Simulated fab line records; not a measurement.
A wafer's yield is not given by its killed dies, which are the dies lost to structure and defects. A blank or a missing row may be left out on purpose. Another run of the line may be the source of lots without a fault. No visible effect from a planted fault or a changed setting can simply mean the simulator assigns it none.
Matching of chambers + flow nand_harc + NHARC_A_CONTACT_DEP_58 on pecvd-03: 3 sister chambers
The step deposits SiON, target thk 90 nm. 16 wafers are shown with their chamber, then 8 later ones without.

== WAFERS, EACH WITH ITS CHAMBER ==
| wafer  | chamber | heater_power_w (W) | susceptor_temp_C (C) |
|--------|---------|--------------------|----------------------|
| L076.1 | 2       | 648                | 399.96               |
| L076.3 | 1       | 626                | 400.24               |
| L076.5 | 2       | 635                | 399.71               |
| L074.3 | 0       | 641                | 399.93               |
| L074.4 | 0       | 649                | 399.61               |
| L074.5 | 2       | 609                | 400.11               |
| L082.2 | 2       | 668                | 400.16               |
| L082.3 | 0       | 730                | 399.59               |
| L082.4 | 2       | 666                | 400.08               |
| L084.1 | 1       | 692                | 399.98               |
| L084.2 | 0       | 723                | 400.32               |
| L084.4 | 0       | 728                | 400.09               |
| L090.1 | 1       | 680                | 399.80               |
| L090.2 | 2       | 673                | 399.97               |
| L090.5 | 2       | 531                | 400.22               |
| L093.2 | 2       | 658                | 399.67               |

SIGNATURES (means of the wafers above)
| reading          | chamber 0 | chamber 1 | chamber 2 | scatter within a chamber |
|------------------|-----------|-----------|-----------|--------------------------|
| heater_power_w   | 694.20    | 666.00    | 636.00    | 45                       |
| susceptor_temp_C | 399.9080  | 400.0067  | 399.9850  | 0.245                    |
Rule: for each reading, subtract the chamber's mean from the wafer's reading, divide by that reading's scatter and square the result; add these up over the readings and take the root, which gives the wafer's distance from the chamber. The wafer belongs to the nearest chamber; if the next one is less than 2 further off, it can't be placed. The scatter: take each reading less its chamber's mean, square it, sum over the shown wafers, divide by the number of wafers less the number of chambers, and take the root.

== WAFERS MISSING THEIR CHAMBER ==
| wafer  | heater_power_w (W) | susceptor_temp_C (C) |
|--------|--------------------|----------------------|
| L093.5 | 662                | 400.09               |
| L093.6 | 698                | 399.84               |
| L092.1 | 657                | 400.13               |
| L092.2 | 651                | 400.19               |
| L092.5 | 654                | 399.91               |
| L094.1 | 731                | 399.69               |
| L094.2 | 703                | 400.05               |
| L094.6 | 706                | 399.97               |

== EACH ONE'S CHAMBER ==
| wafer  | from the rows above          | in truth |
|--------|------------------------------|----------|
| L093.5 | can't be placed: 1 or 2 or 0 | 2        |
| L093.6 | can't be placed: 0 or 1 or 2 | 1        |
| L092.1 | can't be placed: 1 or 2 or 0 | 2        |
| L092.2 | can't be placed: 1 or 2 or 0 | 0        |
| L092.5 | can't be placed: 1 or 2 or 0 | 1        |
| L094.1 | can't be placed: 0 or 1 or 2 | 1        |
| L094.2 | can't be placed: 0 or 1 or 2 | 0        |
| L094.6 | can't be placed: 0 or 1 or 2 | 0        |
Correct placement for 0 of the 8. Not placeable from these rows: 8 (in 8, the candidates include the true chamber). 0 placed wrongly.
